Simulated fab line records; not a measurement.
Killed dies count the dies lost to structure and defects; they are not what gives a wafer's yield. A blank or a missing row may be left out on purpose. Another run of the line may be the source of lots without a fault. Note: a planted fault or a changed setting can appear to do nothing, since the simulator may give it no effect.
Struck lot and sound lot, side by side :: flow n5-finfet :: 14 out of 1938 route steps
Sound: wafers L751.3, L751.4, L751.5. Struck: wafer L764.6. (L764.2, L764.3 of the same lot were not struck and are left out.) The cause comes at the end.
Each step with rows lists, per side, the tool, then ch with its chambers, then its first start. Under that, the readings that differ: sound wafers :: struck wafers :: difference of the means :: sigmas: that difference in standard deviations of wafers without a fault.
alike: readings with means less than 2 such deviations apart, plus words and numbers identical on both sides. not compared: withheld readings, readings lacking a value on some wafer, bounds such as >300 that could conceal the same value, and numbers that have no deviation in the record and whose values overlap.
The two part at a step that has a row with sigmas, a row that says differs or no value, or rows on one side only. Numbers that don't overlap but have no deviation are shown without sigmas and don't part them. A reading that every wafer of one side lacks parts them only if that side has two wafers or more.

first, 8 steps without rows for these wafers: N5_BEOL_M15_COAT_60 (time 60 s, resist thk 89 nm); N5_BEOL_M15_COAT_22 (resist thk 800 nm); N5_BEOL_M15_EBR_24; N5_BEOL_M15_SOFTBAKE_23 (time 60 s); N5_BEOL_M15_EXPOSE_25 (exposes mask M15, target cd 400 nm); N5_BEOL_M15_PEB_26 (peb time 90 s); N5_BEOL_M15_DEVELOP_27 (develop time 45 s); N5_BEOL_M15_HARDBAKE_32 (time 120 s).
N5_BEOL_M15_CD_MEAS_28: the cd target is 407.6 nm.
  sound on cd-sem-03 ch 0, day 13 12:30; struck on cd-sem-01 ch 0, day 16 18:04
  alike: cd-nm
N5_BEOL_M15_OVL_MEAS_29:
  sound on overlay-02 ch 0, day 13 12:31; struck on overlay-01 ch 0, day 16 18:05
  alike: M15_OVL
N5_BEOL_M15_INSPECT_30: inspects for defects (macro).
  sound: defect-inspect-02 at day 13 12:33; struck: defect-inspect-02 at day 16 18:07
  alike: raw-defect-count
N5_BEOL_M15_DESCUM_33: chemistry O2, time 7.9 s.
  sound on rie-diel-01 ch 0,3, day 13 12:35; struck on rie-diel-02 ch 0, day 16 18:09
reading: drypump-motor-current-A (A)
sound: 6.3 6.3 5.8
struck: 5.4
difference: -0.7
sigmas: -2
  alike: oes-product-au, rf-vpp-V, showerhead-plenum-p-Torr, throttle-valve-pct
  not compared: rf-hours-counter-h
N5_BEOL_M15_ETCH_61: etches BARC in N2/H2, target depth 89 nm, overetch 26.7 nm, time 67.9 s.
  sound on rie-diel-01 ch 0,3, day 13 12:37; struck on rie-diel-02 ch 0, day 16 18:11
reading: bias-w (W)
sound: 149.8 151.0 150.3
struck: 141.0
difference: -9.4
sigmas: -22

reading: rf-vpp-V (V)
sound: 528.2 524.8 521.8
struck: 505.3
difference: -19.6
sigmas: -12
  alike: drypump-motor-current-A, oes-product-au, showerhead-plenum-p-Torr, throttle-valve-pct
  not compared: rf-hours-counter-h
N5_BEOL_M15_TRENCH_ETCH_34: etches SiO2 in C4F8/O2/Ar, target depth 872.93 nm, time 199 s.
  sound on rie-diel-01 ch 0,3, day 13 12:40; struck on rie-diel-02 ch 0, day 16 18:14
reading: C4F8_flow_sccm (sccm)
sound: 16.01 15.97 16.00
struck: 16.12
difference: +0.13
sigmas: +3

reading: drypump-motor-current-A (A)
sound: 6.3 6.4 5.8
struck: 5.4
difference: -0.8
sigmas: -2

reading: rf-vpp-V (V)
sound: 2240 2242 2228
struck: 2201
difference: -36
sigmas: -2
  alike: bias-w, mfc-ar-sccm, oes_ar_750_au, oes-product-au, showerhead-plenum-p-Torr, throttle-valve-pct
  not compared: rf-hours-counter-h

== WHERE THEY PART ==
First at N5_BEOL_M15_DESCUM_33; last, within this record, at N5_BEOL_M15_TRENCH_ETCH_34.

WHY: what had been put in by the simulator
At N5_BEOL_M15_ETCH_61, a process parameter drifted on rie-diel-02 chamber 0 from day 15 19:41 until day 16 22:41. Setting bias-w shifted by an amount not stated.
